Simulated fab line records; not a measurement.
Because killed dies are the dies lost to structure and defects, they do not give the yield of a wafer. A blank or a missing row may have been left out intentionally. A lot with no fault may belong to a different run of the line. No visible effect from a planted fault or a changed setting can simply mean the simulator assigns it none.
A lot that was struck, set against a sound lot | flow n5 finfet | 41 out of 1938 route steps
Sound: the wafers L223.2, L223.3, L223.6. Struck: wafer L234.5 (left out: L234.3, L234.4 of the same lot, which were not struck); the cause appears at the end.
At each step with rows: each side's tool, then ch and its chambers, then its first start. Under that, the readings that differ: sound wafers | struck wafers | difference of the means | sigmas: that difference in standard deviations of wafers without a fault.
alike: readings with means less than 2 such deviations apart, plus words and numbers identical on both sides. not compared: withheld readings, readings lacking a value on some wafer, bounds such as >300 that could conceal the same value, and numbers that have no deviation in the record and whose values overlap.
The two part at a step that has a row with sigmas, a row that says differs or no value, or rows on one side only. Numbers that don't overlap but have no deviation are shown without sigmas and don't part them. A reading missing from all wafers of one side parts the sides only when that side holds two or more wafers.

first, 7 steps without rows for these wafers: N5_MOL_CONTACT_COAG_ETCH_106 (etches SOC in N2/H2, target depth 80 nm, overetch 16 nm, time 120 s); N5_MOL_CONTACT_COAG_STRIP_107 (strips in N2/H2); N5_MOL_CONTACT_COAG_STRIP_108 (strips in N2/H2); N5_MOL_CONTACT_COAG_CONTACT_ETCH_14 (etches SiO2 in C4F6/O2, target depth 27.5 nm, overetch 8.5 nm, time 20 s); N5_MOL_CONTACT_COAG_STRIP_109 (strips in C4F6/O2); N5_MOL_CONTACT_COAG_ETCH_15 (etches SiNx in CH3F/O2, stops on Si:P, target depth 7 nm); N5_MOL_CONTACT_COAG_ETCH_110 (etches Si in CF4/O2, target depth 2.5 nm, time 8 s).
N5_MOL_CONTACT_COAG_STRIP_98: strips in N2/H2.
  sound on rie diel-04 ch 0,2,3, day 5 14:34; struck on rie diel-05 ch 0, day 8 03:46
  alike: drypump motor current A, n2 flow sccm, oes product au, rf vpp V, showerhead plenum p Torr, throttle valve pct
  not compared: rf hours counter h
N5_MOL_CONTACT_COAG_CD_MEAS_99: target cd 17.2 nm.
  sound: cd sem-02 at day 5 14:38; struck: cd sem-02 at day 8 03:50
  alike: cd nm
then, 2 steps without rows for these wafers: N5_MOL_CONTACT_COAG_IMPLANT_129; N5_MOL_CONTACT_COAG_PRECLEAN_111 (cleans in NF3:NH3, afs cycles 1, time 20 s, sublimation time 60 s).
N5_MOL_CONTACT_COAG_TI_SIL_19: material Ti, target thk 4.2 nm, time 15 s.
  sound: pvd sputter-02 at day 5 15:30; struck: pvd sputter-03 at day 8 04:21
  alike: throttle valve pct
N5_MOL_CONTACT_COAG_ALD_20: deposits TiN, target thk 1.5 nm, pulse time 1 s, purge time 3 s.
  sound on ald metal-02 ch 0,2,3, day 5 15:37; struck on ald metal-04 ch 1, day 8 04:28
  alike: heater power w, precursor pulse height rel
then, 2 steps without rows for these wafers: N5_MOL_CONTACT_COAG_SIL_ANNEAL_21 (time 60 s); N5_MOL_CONTACT_COAG_PRE_CLEAN_141 (time 60 s).
N5_MOL_CONTACT_COAG_SPUTTER_143: material Co, target thk 2.5 nm.
  sound: pvd sputter-03 at day 5 16:17; struck: pvd sputter-01 at day 8 07:37
  alike: throttle valve pct
then, 2 steps without rows for these wafers: N5_MOL_CONTACT_COAG_CO_FILL_22 (material Co, precursor CCTBA/H2, target thk 20 nm); N5_MOL_CONTACT_COAG_ANNEAL_113 (time 300 s).
N5_MOL_CONTACT_COAG_PRE_CLEAN_142: time 60 s.
  sound: pvd sputter-03 at day 5 18:08; struck: pvd sputter-03 at day 8 09:53
  alike: heater power w
then, 3 steps without rows for these wafers: N5_MOL_CONTACT_COAG_SPUTTER_130 (material Co, target thk 47.5 nm); N5_MOL_CONTACT_COAG_PRECLEAN_125 (cleans in DIW, time 57.5 s); N5_MOL_CONTACT_COAG_SRD_126 (dry time 32 s).
N5_MOL_CONTACT_COAG_CMP_23: polishes, stops on SiO2, t overpolish 1.5 s, target thk 0 nm.
  sound on cmp-02 ch 0,1, day 5 18:22; struck on cmp-03 ch 3, day 8 10:10
  alike: motor current A, overpolish run s, time to endpoint s
then, 4 steps without rows for these wafers: N5_MOL_CONTACT_COAG_WET_ETCH_26 (target Co, target depth 13 nm); N5_MOL_CONTACT_COAG_WET_ETCH_116 (etches the open film in SC1-inhibited, target depth 4.6 nm, rinse time 30 s); N5_MOL_CONTACT_COAG_ALD_27 (deposits SiOC, target thk 17 nm, pulse time 1.5 s, time 2720 s); N5_MOL_CONTACT_COAG_CMP_28 (polishes, stops on SiNx, t overpolish 0.85 s, target thk 14.522 nm).
N5_MOL_CONTACT_COAG_THK_MEAS_29:
  sound: film metro-01 at day 5 21:06; struck: film metro-01 at day 8 12:54
  alike: MD_CAP_THK
then, 11 steps without rows for these wafers: N5_MOL_CONTACT_COAG_ALD_123 (deposits SiNx, target thk 5 nm, pulse time 1 s, purge time 2 s); N5_MOL_CONTACT_COAG_PECVD_31 (deposits SiO2 from TEOS/O2, target thk 46 nm, time 8.9 s); N5_MOL_CONTACT_COAG_COAT_75 (time 60 s, resist thk 60 nm); N5_MOL_CONTACT_COAG_COAT_76 (time 60 s, resist thk 10 nm); N5_MOL_CONTACT_COAG_COAT_77 (time 60 s, resist thk 10 nm); N5_MOL_CONTACT_COAG_COAT_78 (resist thk 40 nm); N5_MOL_CONTACT_COAG_EBR_80; N5_MOL_CONTACT_COAG_SOFTBAKE_79 (time 60 s); N5_MOL_CONTACT_COAG_EXPOSE_81 (exposes mask VG, defocus 0 nm); N5_MOL_CONTACT_COAG_PEB_82 (peb time 60 s); N5_MOL_CONTACT_COAG_DEVELOP_83 (develop time 30 s).
N5_MOL_CONTACT_COAG_CD_MEAS_84: target cd 25.1 nm.
  sound on cd sem-02 ch 0, day 5 21:58; struck on cd sem-03 ch 0, day 8 13:53
  alike: cd nm
-- here the record skips 9 days between the struck wafers' starts before and after, leaving off in module MOL_CONTACT_COAG and picking up in module PASSIVATION (first step shown: number 1936 of the route) --
N5_PASSIVATION_PROBE_49:
  sound: prober-01 at day 15 01:15; struck: prober-01 at day 17 16:43
  reading            | sound    | struck | difference | sigmas
  killed at contacts | 9 2 5    | 79     | +74        | +12
  killed dies        | 92 87 88 | 169    | +80        | +4
  killed on rim      | 14 10 17 | 35     | +21        | +5
  alike: killed_at_M0_to_M3, killed_at_M4_up, killed at front end, killed at other, killed open, killed short

== WHERE THEY PART ==
Within this record, at N5_PASSIVATION_PROBE_49 only.

WHY: what had been put in by the simulator
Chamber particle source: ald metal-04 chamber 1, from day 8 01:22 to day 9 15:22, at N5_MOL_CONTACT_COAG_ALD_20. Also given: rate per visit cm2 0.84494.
